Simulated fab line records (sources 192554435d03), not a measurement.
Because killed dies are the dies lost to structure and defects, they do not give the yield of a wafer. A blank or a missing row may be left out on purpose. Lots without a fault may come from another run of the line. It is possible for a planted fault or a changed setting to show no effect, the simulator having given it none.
A lot that was struck, set against a sound lot | flow n5-finfet | 35 steps out of a route of 1938
Sound: these wafers, L698.1, L698.3. Struck: wafers L703.2, L703.4. (L703.5 of the same lot was not struck and is left out.) The cause comes at the end.
Each step with rows lists, per side, the tool, then ch with its chambers, then its first start. Under that, the readings that differ: sound wafers | struck wafers | difference of the means | sigmas: that difference in standard deviations of wafers without a fault.
alike: readings with means less than 2 such deviations apart, plus words and numbers identical on both sides. not compared: withheld readings, readings lacking a value on some wafer, bounds such as >300 that could conceal the same value, and numbers that have no deviation in the record and whose values overlap.
The two part at a step that has a row with sigmas, a row that says differs or no value, or rows on one side only. Numbers that don't overlap but have no deviation are shown without sigmas and don't part them. A reading that every wafer of one side lacks parts them only if that side has two wafers or more.

first, 12 steps without rows for these wafers: N5_BEOL_M4_ANNEAL_82 (time 240 s); N5_BEOL_M4_SPUTTER_86 (material Cu, target thk 4.5 nm, time 8.29 s); N5_BEOL_M4_ANNEAL_87 (time 240 s); N5_BEOL_M4_SPUTTER_88 (material Cu, target thk 4.5 nm, time 8.29 s); N5_BEOL_M4_ANNEAL_89 (time 240 s); N5_BEOL_M4_SPUTTER_90 (material Cu, target thk 4.5 nm, time 8.29 s); N5_BEOL_M4_ANNEAL_91 (time 240 s); N5_BEOL_M4_SPUTTER_92 (material Cu, target thk 4.5 nm, time 8.29 s); N5_BEOL_M4_ANNEAL_93 (time 240 s); N5_BEOL_M4_SPUTTER_94 (material Cu, target thk 4.5 nm, time 8.29 s); N5_BEOL_M4_ANNEAL_95 (time 240 s); N5_BEOL_M4_SPUTTER_96 (material Cu, target thk 4.5 nm, time 8.29 s).
N5_BEOL_M4_ECD_50: material Cu, target thk 300 nm.
  sound on ecd-cu-02 ch 0, day 11 14:29; struck on ecd-cu-02 ch 0,1, day 13 09:34
then, 21 steps without rows for these wafers: N5_BEOL_M4_ANNEAL_51 (time 90 s); N5_BEOL_M4_CMP_52 (polishes, stops on SiOC, t overpolish 6.8 s, target thk 40 nm); N5_BEOL_M4_PRE_CLEAN_60 (time 15 s); N5_BEOL_M4_CO_CAP_55 (material Co, precursor CCTBA/H2, target thk 2 nm, time 102.1 s); N5_BEOL_M4_PRE_CLEAN_56 (time 15 s); N5_BEOL_M4_DEP_57 (deposits SiCN from 3MS/NH3, target thk 8 nm, time 14 s); N5_BEOL_M5_ILD_DEP_00 (deposits SiCOH lowk from DEMS/porogen, target thk 140.64 nm, time 25.9 s); N5_BEOL_M5_CURE_79 (cures SiCOH lowk, time 240 s); N5_BEOL_M5_PECVD_70 (deposits SiO2 from TEOS/O2, target thk 16 nm, time 18 s); N5_BEOL_M5_HM_DEP_02 (deposits TiN, target thk 20 nm); N5_BEOL_M5_COAT_59 (time 60 s, resist thk 60 nm); N5_BEOL_M5_COAT_60 (time 60 s, resist thk 12 nm); N5_BEOL_M5_COAT_71 (time 60 s, resist thk 5 nm); N5_BEOL_M5_COAT_05 (resist thk 30 nm); N5_BEOL_M5_EBR_07; N5_BEOL_M5_SOFTBAKE_06 (time 60 s); N5_BEOL_M5_EXPOSE_08 (exposes mask M5, target cd 28 nm); N5_BEOL_M5_PEB_09 (peb time 60 s); N5_BEOL_M5_DEVELOP_10 (develop time 30 s); N5_BEOL_M5_DESCUM_16 (chemistry O2, time 7 s); N5_BEOL_M5_ETCH_72 (etches underlayer in N2/H2, target depth 6.5 nm, time 5.2 s).
-- a jump in the record: the struck wafers' starts before and after are 4 days apart (it breaks off in module BEOL_M5 and resumes in module PASSIVATION, where the first step shown is number 1936 of the route) --
N5_PASSIVATION_PROBE_49:
  struck on prober-01, day 17 15:01; sound on prober-02, day 16 10:31
  reading                  | sound     | struck    | difference | sigmas
  defect-limited-yield (%) | 91.3 90.6 | 48.8 51.7 | -40.7      | -27
  killed_at_M4_up          | 13 12     | 542 520   | +518       | +99 or more
  killed-at-front-end      | 46 48     | 19 23     | -26        | -2
  killed-dies              | 103 111   | 604 570   | +480       | +27
  killed-on-rim            | 7 9       | 81 71     | +68        | +18
  killed-short             | 37 38     | 16 18     | -20        | -3
  sort_bin_5_function (%)  | 4.7 6.3   | 33.9 31.9 | +27.4      | +28
  sort_bin_6_memory (%)    | 3.6 2.8   | 14.6 13.4 | +10.8      | +14
  sort-n-pass              | 1077 1069 | 576 610   | -480       | -27
  sort-yield-pct (%)       | 91.3 90.6 | 48.8 51.7 | -40.7      | -27
  alike: killed_at_M0_to_M3, killed-at-contacts, killed-at-other, killed-open

== WHERE THEY PART ==
At N5_PASSIVATION_PROBE_49 and nowhere else, as far as this record goes.

WHY: what the simulator had put in
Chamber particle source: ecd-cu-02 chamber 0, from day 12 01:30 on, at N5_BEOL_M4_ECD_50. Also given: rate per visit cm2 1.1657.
